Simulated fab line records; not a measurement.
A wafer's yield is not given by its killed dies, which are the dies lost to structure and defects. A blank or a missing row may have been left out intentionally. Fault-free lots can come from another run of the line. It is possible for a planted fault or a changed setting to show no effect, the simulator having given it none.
Matching of chambers / flow nand_harc / NHARC_A_M1_ETCH_35 on rie_diel-02: 4 sister chambers
The step etches the open film in N2/H2, target depth 40 nm, overetch 12 nm, time 43.94 s. 4 wafers are shown with their chamber, then 6 later ones without.

WAFERS PAIRED WITH THEIR CHAMBERS
wafer=L662.4; chamber=0; drypump_motor_current_A (A)=5.73
wafer=L673.1; chamber=3; drypump_motor_current_A (A)=6.61
wafer=L677.1; chamber=2; drypump_motor_current_A (A)=5.52
wafer=L677.4; chamber=1; drypump_motor_current_A (A)=6.13

WAFERS WITHOUT THEIR CHAMBER
wafer=L677.5; drypump_motor_current_A (A)=5.51
wafer=L676.3; drypump_motor_current_A (A)=5.73
wafer=L676.4; drypump_motor_current_A (A)=6.11
wafer=L676.5; drypump_motor_current_A (A)=5.74
wafer=L678.3; drypump_motor_current_A (A)=6.63
wafer=L678.6; drypump_motor_current_A (A)=5.51

WHICH CHAMBER EACH ONE RAN IN
wafer=L677.5; from the rows above=2; in truth=2
wafer=L676.3; from the rows above=0; in truth=0
wafer=L676.4; from the rows above=1; in truth=1
wafer=L676.5; from the rows above=0; in truth=0
wafer=L678.3; from the rows above=3; in truth=3
wafer=L678.6; from the rows above=2; in truth=2
Correctly placed: 6 of 6. Number that these rows cannot place: 0. 0 placed wrongly.
How it was worked out, from the rows above alone: a wafer's distance from a chamber is the root of the sum, over the readings, of the square of ((its reading less the chamber's mean) divided by the reading's scatter). If the next closest chamber is less than 2 further off than the closest, the wafer can't be placed; otherwise it belongs to the closest. For every chamber, the mean is computed from those of its wafers that are shown. The scatter (one wafer shown for each chamber): square how far every hidden wafer sits from the nearest shown wafer, average those squares and take the square root.
